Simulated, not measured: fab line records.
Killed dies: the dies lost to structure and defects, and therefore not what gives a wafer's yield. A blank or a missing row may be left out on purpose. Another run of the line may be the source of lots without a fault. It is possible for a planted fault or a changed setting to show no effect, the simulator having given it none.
Commonality check across tools :: flow nand-harc :: Sampled: 3 lots, 9 wafers

REASON IT WAS OPENED
Flagged at NHARC_END_SORT_01: reading killed-at-array, on 3 of 3 lots. No-fault wafers: 52, standard deviation 16.
Rule: a lot is flagged in two cases, either no wafer of it has a number, or all its wafers with numbers fall more than 4 standard deviations from that mean. All remaining lots are regarded as sound.

lot: L753
measured: day 29 19:32
on: prober-01
killed-at-array, wafer by wafer: 673 671 674
flag: FLAGGED

lot: L752
measured: day 29 19:37
on: prober-02
killed-at-array, wafer by wafer: 675 674 675
flag: FLAGGED

lot: L755
measured: day 30 12:15
on: prober-02
killed-at-array, wafer by wafer: 671 671 672
flag: FLAGGED
Average over the flagged lots: 673; offset from the usual +621, equal to +39 standard deviations.

WHICH TOOL EACH LOT WENT THROUGH
The record holds 4 process steps before the reading, out of a route of 1302 steps. Every cell lists first the tool, next ch and the chambers used by the sampled wafers, and last the start.
lot: L753
flag: FLAGGED
NHARC_A_SLIT_DESCUM_14: rie-diel-03 ch 0,1,2, day 25 04:55
NHARC_A_SLIT_ETCH_24: rie-diel-03 ch 0,1,3, day 25 04:59
NHARC_A_SLIT_ETCH_26: har-etch-02 ch 0,1, day 25 09:48
NHARC_A_WL_FILL_ALD_02: ald-metal-04 ch 0,1,2, day 25 19:10

lot: L752
flag: FLAGGED
NHARC_A_SLIT_DESCUM_14: rie-diel-03 ch 1,2, day 24 19:55
NHARC_A_SLIT_ETCH_24: rie-diel-03 ch 0,1,2, day 24 20:01
NHARC_A_SLIT_ETCH_26: har-etch-01 ch 0, day 25 05:10
NHARC_A_WL_FILL_ALD_02: ald-metal-03 ch 1,2,3, day 25 13:49

lot: L755
flag: FLAGGED
NHARC_A_SLIT_DESCUM_14: rie-diel-07 ch 1,2,3, day 25 21:08
NHARC_A_SLIT_ETCH_24: rie-diel-07 ch 1,2,3, day 25 21:13
NHARC_A_SLIT_ETCH_26: har-etch-01 ch 0,1, day 26 02:05
NHARC_A_WL_FILL_ALD_02: ald-metal-03 ch 1,3, day 26 10:44
These steps, and what they do:
- NHARC_A_SLIT_DESCUM_14: chemistry O2, time 3 s.
- NHARC_A_SLIT_ETCH_24: etches the open film in CF4/CHF3, target depth 121 nm, time 60.5 s.
- NHARC_A_SLIT_ETCH_26: etches the open film in C4F8/O2/Ar, time 90 s, target depth 400 nm.
- NHARC_A_WL_FILL_ALD_02: deposits TiN, target thk 2 nm, pulse time 3 s, ald cycles 100.
- NHARC_END_SORT_01

FLAGGED AGAINST TOTAL, ONE TOOL AT A TIME (gauges that did the reading follow at the end)
step: NHARC_A_SLIT_DESCUM_14
tool: rie-diel-03
lots run: 2
flagged: 2
share of the flagged lots: some
sound lots run after its first flagged lot: 0

step: NHARC_A_SLIT_DESCUM_14
tool: rie-diel-07
lots run: 1
flagged: 1
share of the flagged lots: some
sound lots run after its first flagged lot: 0

step: NHARC_A_SLIT_ETCH_24
tool: rie-diel-03
lots run: 2
flagged: 2
share of the flagged lots: some
sound lots run after its first flagged lot: 0

step: NHARC_A_SLIT_ETCH_24
tool: rie-diel-07
lots run: 1
flagged: 1
share of the flagged lots: some
sound lots run after its first flagged lot: 0

step: NHARC_A_SLIT_ETCH_26
tool: har-etch-01
lots run: 2
flagged: 2
share of the flagged lots: some
sound lots run after its first flagged lot: 0

step: NHARC_A_SLIT_ETCH_26
tool: har-etch-02
lots run: 1
flagged: 1
share of the flagged lots: some
sound lots run after its first flagged lot: 0

step: NHARC_A_WL_FILL_ALD_02
tool: ald-metal-03
lots run: 2
flagged: 2
share of the flagged lots: some
sound lots run after its first flagged lot: 0

step: NHARC_A_WL_FILL_ALD_02
tool: ald-metal-04
lots run: 1
flagged: 1
share of the flagged lots: some
sound lots run after its first flagged lot: 0

step: NHARC_END_SORT_01
tool: prober-01
lots run: 1
flagged: 1
share of the flagged lots: some
sound lots run after its first flagged lot: 0

step: NHARC_END_SORT_01
tool: prober-02
lots run: 2
flagged: 2
share of the flagged lots: some
sound lots run after its first flagged lot: 0

WHAT THE TABLE PERMITS
No row of the table ran every flagged lot.

WHAT WAS PUT IN BY THE SIMULATOR
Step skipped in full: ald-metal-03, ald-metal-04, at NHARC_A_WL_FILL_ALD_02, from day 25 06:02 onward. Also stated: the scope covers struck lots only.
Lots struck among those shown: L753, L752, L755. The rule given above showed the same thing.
